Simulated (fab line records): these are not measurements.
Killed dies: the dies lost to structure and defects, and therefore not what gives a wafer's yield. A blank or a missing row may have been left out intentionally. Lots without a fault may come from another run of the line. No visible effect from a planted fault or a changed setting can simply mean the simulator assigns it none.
fab line records | flow nand-harc
record lots=11 | wafers=33 | last-day=34
route steps=1302 shown P_GATE@185 P_CONTACT@229 END@1302
lots that met no fault: taken from a fault-free run of the same line
start-h: hours from the record's first day to the start of the lot's first wafer shown | wait-h: hours elapsed since this lot's preceding step | " the same as in the row above | L1.1+2: one row covering several wafers at once | - no value, or no start was given | * or withheld: withheld | < > ~ a bound
route shown NAME@n: NAME is a module with steps in the file, n the number in the route of the first one | usual: mean/standard deviation of fault-free wafers | same: alike in all rows | chamber/n: place in a boat | sites: readings site by site | _std_site: standard deviation across them | _edge_site: the outer-site mean with the inner-site mean subtracted | radius-mm: how far each site lies from the wafer's centre | mask NAME#n: copy n | behind: tool/chamber where the wafer was last shaped | hold: what put the lot on hold/how long, in hours/how the hold closed | device: the n, p or np transistor that did not switch | end of line: the same wafers' tests at the end of the route | step lacking rows: just its recipe | killed: at the first sort, the dies lost to defects and structure; wafer yield is something else | map: per-die view of a wafer (x killed, . not killed, _ where there is no die)
set.NAME: the run value of the setting; set.NAME@STEP: its run value at that earlier step | model.NAME: the simulator's own value behind a step, which no gauge read
a sample of lots followed through the steps of the route, with each step as a table and each wafer as a row
services: a tool's chamber out of use, with start hour (start-h, from the record's first day; less than 0 if before it), hours out, and reason
## steps
# step NHARC_P_GATE_CD_MEAS_59
# recipe target-cd-nm=720 | landing-energy-ev=500
# usual cd-nm=718.7/2.9
lot.wafer | tool      | chamber | start-h | wait-h | cd-nm
L875.1    | cd-sem-03 | 0       | 125.55  | -      | 719.8
L875.2    | "         | 0       | "       | "      | 722.4
L875.6    | "         | 0       | "       | "      | 724.0
L881.1    | cd-sem-01 | 0       | 178.84  | -      | 715.9
L881.5    | "         | 0       | "       | "      | 719.1
L881.6    | "         | 0       | "       | "      | 718.0
L882.1    | cd-sem-01 | 0       | 190.93  | -      | 722.5
L882.4    | "         | 0       | "       | "      | 719.5
L882.5    | "         | 0       | "       | "      | 724.6
L884.2    | cd-sem-01 | 0       | 210.77  | -      | 716.3
L884.5    | "         | 0       | "       | "      | 719.4
L884.6    | "         | 0       | "       | "      | 714.1
L889.1    | cd-sem-02 | 0       | 273.20  | -      | 719.8
L889.5    | "         | 0       | "       | "      | 715.9
L889.6    | "         | 0       | "       | "      | 712.2
L891.4    | cd-sem-03 | 0       | 283.16  | -      | 716.6
L891.5    | "         | 0       | "       | "      | 718.8
L891.6    | "         | 0       | "       | "      | 718.0
L893.2    | cd-sem-03 | 0       | 297.33  | -      | 724.8
L893.5    | "         | 0       | "       | "      | 724.9
L893.6    | "         | 0       | "       | "      | 721.6
L894.2    | cd-sem-02 | 0       | 312.56  | -      | 714.0
L894.3    | "         | 0       | "       | "      | 715.2
L894.5    | "         | 0       | "       | "      | 719.2
L895.1    | cd-sem-01 | 0       | 327.73  | -      | 723.6
L895.4    | "         | 0       | "       | "      | 722.3
L895.6    | "         | 0       | "       | "      | 722.1
L896.1    | cd-sem-03 | 0       | 331.27  | -      | 716.8
L896.4    | "         | 0       | "       | "      | 714.7
L896.6    | "         | 0       | "       | "      | 718.1
L897.2    | cd-sem-02 | 0       | 338.03  | -      | 718.8
L897.3    | "         | 0       | "       | "      | 720.7
L897.4    | "         | 0       | "       | "      | 720.6
# step NHARC_P_GATE_INSPECT_68
# usual raw-defect-count=200/67
lot.wafer | tool              | chamber | start-h | wait-h | raw-defect-count
L875.1    | defect-inspect-02 | -       | 130.38  | 0.2    | 185
L875.2    | "                 | -       | "       | "      | 178
L875.6    | "                 | -       | "       | "      | 148
L881.1    | defect-inspect-02 | -       | 183.51  | 0.2    | 119
L881.5    | "                 | -       | "       | "      | 368
L881.6    | "                 | -       | "       | "      | 253
L882.1    | defect-inspect-02 | -       | 195.82  | 0.2    | 221
L882.4    | "                 | -       | "       | "      | 151
L882.5    | "                 | -       | "       | "      | 158
L884.2    | defect-inspect-01 | -       | 215.60  | 0.1    | 233
L884.5    | "                 | -       | "       | "      | 179
L884.6    | "                 | -       | "       | "      | 204
L889.1    | defect-inspect-01 | -       | 278.02  | 0.2    | 181
L889.5    | "                 | -       | "       | "      | 151
L889.6    | "                 | -       | "       | "      | 131
L891.4    | defect-inspect-02 | -       | 287.93  | 0.1    | 166
L891.5    | "                 | -       | "       | "      | 196
L891.6    | "                 | -       | "       | "      | 296
L893.2    | defect-inspect-02 | -       | 302.08  | 0.1    | 244
L893.5    | "                 | -       | "       | "      | 235
L893.6    | "                 | -       | "       | "      | 212
L894.2    | defect-inspect-01 | -       | 317.37  | 0.1    | 114
L894.3    | "                 | -       | "       | "      | 105
L894.5    | "                 | -       | "       | "      | 187
L895.1    | defect-inspect-01 | -       | 332.86  | 0.2    | 164
L895.4    | "                 | -       | "       | "      | 174
L895.6    | "                 | -       | "       | "      | 202
L896.1    | defect-inspect-01 | -       | 336.26  | 0.2    | 196
L896.4    | "                 | -       | "       | "      | 244
L896.6    | "                 | -       | "       | "      | 142
L897.2    | defect-inspect-02 | -       | 342.87  | 0.1    | 198
L897.3    | "                 | -       | "       | "      | 233
L897.4    | "                 | -       | "       | "      | 307
# step NHARC_P_CONTACT_EXPOSE_09
# recipe na=1.35 | target-cd-nm=90 | dose-mj=81.26 | mask-id=P_CA
lot.wafer  | tool            | chamber | start-h | wait-h | mask
L875.1+2+6 | arfi-scanner-01 | 0       | 131.86  | -      | P_CA#0
L881.1+5+6 | arfi-scanner-01 | 0       | 184.86  | -      | P_CA#0
L882.1+4+5 | arfi-scanner-02 | 0       | 197.47  | -      | P_CA_R1#0
L884.2+5+6 | arfi-scanner-02 | 0       | 217.07  | -      | P_CA#0
L889.1+5+6 | arfi-scanner-02 | 0       | 279.49  | -      | P_CA#0
L891.4+5+6 | arfi-scanner-03 | 0       | 289.73  | -      | P_CA#0
L893.2+5+6 | arfi-scanner-02 | 0       | 303.57  | -      | P_CA#0
L894.2+3+5 | arfi-scanner-01 | 0       | 318.84  | -      | P_CA#0
L895.1+4+6 | arfi-scanner-02 | 0       | 334.33  | -      | P_CA#0
L896.1+4+6 | arfi-scanner-02 | 0       | 337.61  | -      | P_CA#0
L897.2+3+4 | arfi-scanner-01 | 0       | 344.35  | -      | P_CA#0
# step NHARC_P_CONTACT_CD_MEAS_12
# recipe target-cd-nm=90 | landing-energy-ev=500
# usual cd-nm=89.6/0.81
lot.wafer | tool      | chamber | start-h | wait-h | hold                     | cd-nm
L875.1    | cd-sem-03 | 0       | 132.00  | -      | -                        | 89.1
L875.2    | "         | 0       | "       | "      | -                        | 89.4
L875.6    | "         | 0       | "       | "      | -                        | 90.2
L881.1    | cd-sem-02 | 0       | 185.00  | -      | -                        | 89.6
L881.5    | "         | 0       | "       | "      | -                        | 90.5
L881.6    | "         | 0       | "       | "      | -                        | 89.4
L882.1    | cd-sem-01 | 0       | 197.61  | -      | await-dispo/0.2h/release | 81.4
L882.4    | "         | 0       | "       | "      | await-dispo/0.2h/release | 82.3
L882.5    | "         | 0       | "       | "      | await-dispo/0.2h/release | 82.0
L882.1    | cd-sem-01 | 0       | -       | -      | -                        | 81.9
L882.4    | "         | 0       | "       | "      | -                        | 82.2
L882.5    | "         | 0       | "       | "      | -                        | 82.3
L884.2    | cd-sem-03 | 0       | 217.20  | -      | -                        | 89.1
L884.5    | "         | 0       | "       | "      | -                        | 89.6
L884.6    | "         | 0       | "       | "      | -                        | 88.6
L889.1    | cd-sem-03 | 0       | 279.63  | -      | -                        | 91.1
L889.5    | "         | 0       | "       | "      | -                        | 89.2
L889.6    | "         | 0       | "       | "      | -                        | 89.7
L891.4    | cd-sem-01 | 0       | 289.87  | -      | -                        | 89.8
L891.5    | "         | 0       | "       | "      | -                        | 89.8
L891.6    | "         | 0       | "       | "      | -                        | 89.7
L893.2    | cd-sem-02 | 0       | 303.71  | -      | -                        | 89.5
L893.5    | "         | 0       | "       | "      | -                        | 89.5
L893.6    | "         | 0       | "       | "      | -                        | 90.5
L894.2    | cd-sem-03 | 0       | 318.98  | -      | -                        | 89.7
L894.3    | "         | 0       | "       | "      | -                        | 90.8
L894.5    | "         | 0       | "       | "      | -                        | 91.7
L895.1    | cd-sem-02 | 0       | 334.47  | -      | -                        | 90.5
L895.4    | "         | 0       | "       | "      | -                        | 89.6
L895.6    | "         | 0       | "       | "      | -                        | 90.7
L896.1    | cd-sem-03 | 0       | 337.75  | -      | -                        | 90.6
L896.4    | "         | 0       | "       | "      | -                        | 89.4
L896.6    | "         | 0       | "       | "      | -                        | 90.4
L897.2    | cd-sem-02 | 0       | 344.49  | -      | -                        | 91.0
L897.3    | "         | 0       | "       | "      | -                        | 90.5
L897.4    | "         | 0       | "       | "      | -                        | 89.5
# step NHARC_P_CONTACT_ETCH_35
# recipe target-depth-a=390 | over-etch-frac=0.3 | time-s=65 | ion-energy-ev=80 | cf4-flow-sccm=150 | ar-flow-sccm=0 | rf-w=300 | bias-w=100 | chemistry=CF4
# usual bias-w=99.99/0.29 | drypump-motor-current-A=5.6/0.44 | oes-product-au=1.005/0.012 | rf-vpp-V=151.4/1.1 | showerhead-plenum-p-Torr=1.78/0.064 | throttle-valve-pct=13.284/0.0095
# same over-etch-frac=0.3
lot.wafer | tool        | chamber | start-h | wait-h | bias-w | drypump-motor-current-A | oes-product-au | rf-hours-counter-h | rf-vpp-V | showerhead-plenum-p-Torr | throttle-valve-pct
L875.1    | rie-diel-01 | 1       | 132.27  | 0.1    | 100.14 | 5.1                     | 0.993          | 2.4                | 151.4    | 1.73                     | 13.279
L875.2    | "           | 2       | "       | "      | 99.87  | 6.1                     | 0.971          | 2.5                | 150.1    | 1.76                     | 13.305
L875.6    | "           | 0       | "       | "      | 100.05 | 5.6                     | 1.019          | -                  | 151.5    | 1.88                     | 13.291
L881.1    | rie-diel-06 | 3       | 185.27  | 0.1    | 100.00 | 5.0                     | 1.022          | 0.7                | 150.5    | 1.70                     | 13.291
L881.5    | "           | 2       | "       | "      | 100.17 | 6.2                     | 1.024          | -                  | 151.2    | 1.77                     | 13.285
L881.6    | "           | 3       | "       | "      | 99.53  | 5.0                     | 1.010          | -                  | 149.3    | 1.70                     | 13.278
L882.4    | rie-diel-01 | 2       | 199.02  | 0.1    | 99.98  | 6.1                     | 0.982          | 4.0                | 151.1    | 1.76                     | 13.301
L882.1    | "           | 0       | "       | "      | 100.30 | 5.5                     | 1.025          | 3.8                | 152.1    | 1.88                     | 13.280
L882.5    | "           | 2       | "       | "      | 100.09 | 6.1                     | 0.989          | -                  | 151.6    | 1.76                     | 13.287
L884.2    | rie-diel-06 | 1       | 217.47  | 0.1    | 100.35 | 5.9                     | 1.018          | 1.4                | 152.0    | 1.81                     | 13.265
L884.5    | "           | 1       | "       | "      | 100.52 | 5.9                     | 1.017          | -                  | 151.4    | 1.81                     | 13.286
L884.6    | "           | 2       | "       | "      | 99.81  | 6.2                     | 1.015          | -                  | 150.7    | 1.76                     | 13.274
L889.1    | rie-diel-04 | 2       | 279.92  | 0.1    | 99.67  | 5.4                     | 0.991          | 3.2                | 153.9    | 1.88                     | 13.280
L889.5    | "           | 3       | "       | "      | 100.37 | 5.5                     | 0.987          | -                  | 150.7    | 1.74                     | 13.290
L889.6    | "           | 0       | "       | "      | 99.93  | 4.9                     | 1.019          | -                  | 149.5    | 1.74                     | 13.279
L891.4    | rie-diel-06 | 0       | 290.15  | 0.1    | 99.92  | 5.9                     | 0.999          | 3.5                | 151.3    | 1.73                     | 13.282
L891.6    | "           | 1       | "       | "      | 100.33 | 5.8                     | 1.028          | -                  | 151.9    | 1.81                     | 13.279
L891.5    | "           | 2       | "       | "      | 99.83  | 6.2                     | 1.013          | -                  | 150.4    | 1.76                     | 13.293
L893.2    | rie-diel-04 | 3       | 303.99  | 0.1    | 100.48 | 5.5                     | 1.019          | 4.8                | 151.3    | 1.74                     | 13.295
L893.5    | "           | 1       | "       | "      | 99.92  | 5.8                     | 0.984          | -                  | 152.4    | 1.88                     | 13.291
L893.6    | "           | 2       | "       | "      | 100.15 | 5.4                     | 0.997          | -                  | 153.9    | 1.88                     | 13.280
L894.2    | rie-diel-04 | 0       | 319.26  | 0.1    | 100.24 | 4.9                     | 1.027          | 5.3                | 149.3    | 1.74                     | 13.281
L894.3    | "           | 1       | "       | "      | 99.56  | 5.8                     | 1.003          | 4.8                | 152.8    | 1.88                     | 13.289
L894.5    | "           | 3       | "       | "      | 99.62  | 5.5                     | 1.009          | -                  | 150.3    | 1.74                     | 13.275
L895.1    | rie-diel-04 | 0       | 334.74  | 0.1    | 99.71  | 4.9                     | 1.019          | 6.3                | 151.4    | 1.74                     | 13.291
L895.4    | "           | 2       | "       | "      | 99.94  | 5.4                     | 0.988          | 6.9                | 151.7    | 1.88                     | 13.282
L895.6    | "           | 3       | "       | "      | 100.30 | 5.4                     | 1.005          | -                  | 151.8    | 1.74                     | 13.269
L896.4    | rie-diel-06 | 2       | 338.02  | 0.1    | 99.85  | 6.1                     | 1.003          | 0.3                | 151.6    | 1.76                     | 13.260
L896.1    | "           | 3       | "       | "      | 100.59 | 5.0                     | 1.006          | 0.3                | 150.5    | 1.70                     | 13.280
L896.6    | "           | 1       | "       | "      | 99.86  | 5.8                     | 0.996          | -                  | 152.4    | 1.81                     | 13.291
L897.2    | rie-diel-06 | 1       | 344.77  | 0.1    | 100.25 | 5.8                     | 0.996          | 0.8                | 151.8    | 1.81                     | 13.286
L897.3    | "           | 0       | "       | "      | 100.08 | 5.9                     | 1.016          | 0.7                | 150.2    | 1.73                     | 13.277
L897.4    | "           | 3       | "       | "      | 99.73  | 5.0                     | 1.017          | -                  | 151.0    | 1.70                     | 13.274
# step NHARC_P_CONTACT_CD_MEAS_19
# usual cd-nm=90.0/1.8
lot.wafer | tool      | chamber | start-h | wait-h | hold                     | cd-nm
L875.1    | cd-sem-03 | -       | 133.05  | -      | -                        | 86.9
L875.2    | "         | -       | "       | "      | -                        | 88.2
L875.6    | "         | -       | "       | "      | -                        | 88.7
L881.1    | cd-sem-02 | -       | 186.05  | -      | -                        | 90.7
L881.5    | "         | -       | "       | "      | -                        | 92.5
L881.6    | "         | -       | "       | "      | -                        | 91.1
L882.1    | cd-sem-01 | -       | 199.80  | -      | await-dispo/0.2h/release | 78.4
L882.4    | "         | -       | "       | "      | await-dispo/0.2h/release | 83.5
L882.5    | "         | -       | "       | "      | await-dispo/0.2h/release | 80.3
L882.1    | cd-sem-01 | -       | 199.98  | 0.2    | -                        | 78.5
L882.4    | "         | -       | "       | "      | -                        | 83.7
L882.5    | "         | -       | "       | "      | -                        | 80.5
L884.2    | cd-sem-03 | -       | 218.26  | -      | -                        | 89.5
L884.5    | "         | -       | "       | "      | -                        | 91.7
L884.6    | "         | -       | "       | "      | -                        | 90.2
L889.1    | cd-sem-01 | -       | 280.69  | -      | -                        | 89.6
L889.5    | "         | -       | "       | "      | -                        | 90.4
L889.6    | "         | -       | "       | "      | -                        | 89.0
L891.4    | cd-sem-01 | -       | 290.93  | -      | -                        | 89.3
L891.5    | "         | -       | "       | "      | -                        | 92.5
L891.6    | "         | -       | "       | "      | -                        | 92.3
L893.2    | cd-sem-01 | -       | 304.77  | -      | -                        | 90.8
L893.5    | "         | -       | "       | "      | -                        | 88.6
L893.6    | "         | -       | "       | "      | -                        | 89.9
L894.2    | cd-sem-02 | -       | 320.04  | -      | -                        | 91.9
L894.3    | "         | -       | "       | "      | -                        | 88.3
L894.5    | "         | -       | "       | "      | -                        | 89.8
L895.1    | cd-sem-01 | -       | 335.52  | -      | -                        | 90.5
L895.4    | "         | -       | "       | "      | -                        | 94.7
L895.6    | "         | -       | "       | "      | -                        | 91.9
L896.1    | cd-sem-02 | -       | 338.81  | -      | -                        | 92.2
L896.4    | "         | -       | "       | "      | -                        | 90.8
L896.6    | "         | -       | "       | "      | -                        | 92.7
L897.2    | cd-sem-03 | -       | 345.68  | -      | -                        | 91.8
L897.3    | "         | -       | "       | "      | -                        | 90.2
L897.4    | "         | -       | "       | "      | -                        | 90.3
# step NHARC_END_SORT_01
# recipe temp-c=25
# usual killed-at-array=63/27 | killed-at-other=0.7/1.2 | killed-at-periphery=3.1/2 | killed-dies=67/28 | killed-open=3.0/1.9 | killed-short=2.2/1.5
# same gross-dies=677
lot.wafer | tool      | chamber | start-h | wait-h | killed-at-array | killed-at-other | killed-at-periphery | killed-dies | killed-open | killed-short
L882.4    | prober-02 | 0       | 646.70  | 3.4    | 111             | 1               | 2                   | 114         | 1           | 1
# killed by level:class
L882.4 A_SLIT:chamber-film-flake=36 A_CHANNEL_HOLE_D2:chamber-film-flake=32 A_CHANNEL_HOLE_D1:chamber-film-flake=22 A_STAIRCASE:chamber-film-flake=8 A_CONTACT:chamber-film-flake=8 A_CHANNEL_FILL_D1:geometric-particle:short=1 A_CHANNEL_FILL_D1:geometric-particle:open=1 P_BONDPAD:chamber-film-flake=1
## services
tool            | chamber | start-h | hours | kind
rie-diel-06     | 0       | 109.20  | -     | clean
rie-diel-06     | -       | 130.20  | 9.0   | pm
rie-diel-01     | 0       | 150.16  | 2.4   | repair
rie-diel-04     | -       | 177.90  | 9.0   | pm
arfi-scanner-03 | -       | 196.01  | 4.0   | pm
rie-diel-01     | -       | 203.80  | 9.0   | pm
arfi-scanner-02 | 0       | 250.25  | -     | calibration
rie-diel-04     | 1       | 251.05  | 5.3   | repair
rie-diel-01     | 1       | 257.47  | 9.6   | repair
rie-diel-01     | 3       | 258.48  | 7.2   | repair
arfi-scanner-01 | -       | 277.28  | 4.0   | pm
rie-diel-04     | -       | 278.39  | 0.8   | repair
arfi-scanner-01 | -       | 289.58  | 0.7   | repair
rie-diel-04     | 1       | 292.88  | 6.1   | repair
arfi-scanner-02 | -       | 295.60  | 2.3   | repair
rie-diel-01     | 0       | 301.58  | 3.9   | repair
rie-diel-01     | 1       | 302.73  | 5.7   | repair
arfi-scanner-02 | -       | 304.88  | 0.8   | repair
rie-diel-06     | -       | 307.20  | 9.0   | pm
arfi-scanner-02 | -       | 312.00  | 4.0   | pm
rie-diel-06     | -       | 319.12  | 0.9   | repair
rie-diel-06     | 2       | 328.37  | 6.7   | repair
arfi-scanner-01 | -       | 339.46  | 1.3   | repair
rie-diel-06     | 2       | 341.84  | 3.6   | repair
## key
first-sign step=NHARC_P_CONTACT_EXPOSE_09 | reading=mask | direction=changed
effect step=NHARC_P_CONTACT_CD_MEAS_12 | reading=visit | direction=added
effect step=NHARC_P_CONTACT_CD_MEAS_12 | reading=cd-nm | direction=down | sigmas=9.6 | usual=89.6 | struck=81.9
effect step=NHARC_P_CONTACT_CD_MEAS_19 | reading=visit | direction=added
effect step=NHARC_P_CONTACT_CD_MEAS_19 | reading=cd-nm | direction=down | sigmas=5.2 | usual=90.0 | struck=80.7
met-at NHARC_P_CONTACT_EXPOSE_09
struck-lots L882
tester-left-out L882
not-acting-at NHARC_P_GATE_CD_MEAS_59,NHARC_P_GATE_INSPECT_68,NHARC_P_CONTACT_ETCH_35
fault kind=wrong-mask | tool=any | chamber=- | onset-h=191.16 | steps=NHARC_P_CONTACT_EXPOSE_09 | aux-copy=P_CA_R1#0 | cd-offset-nm=-6.397 | scope=struck-lots-only
# tester-left-out: of these lots the tester's yield and bins aren't shown, on N5 and GAA mostly nor the transistor test; their killed dies are dies lost to structure and defects alone, not to doping, threshold or leakage, so they don't give the yield
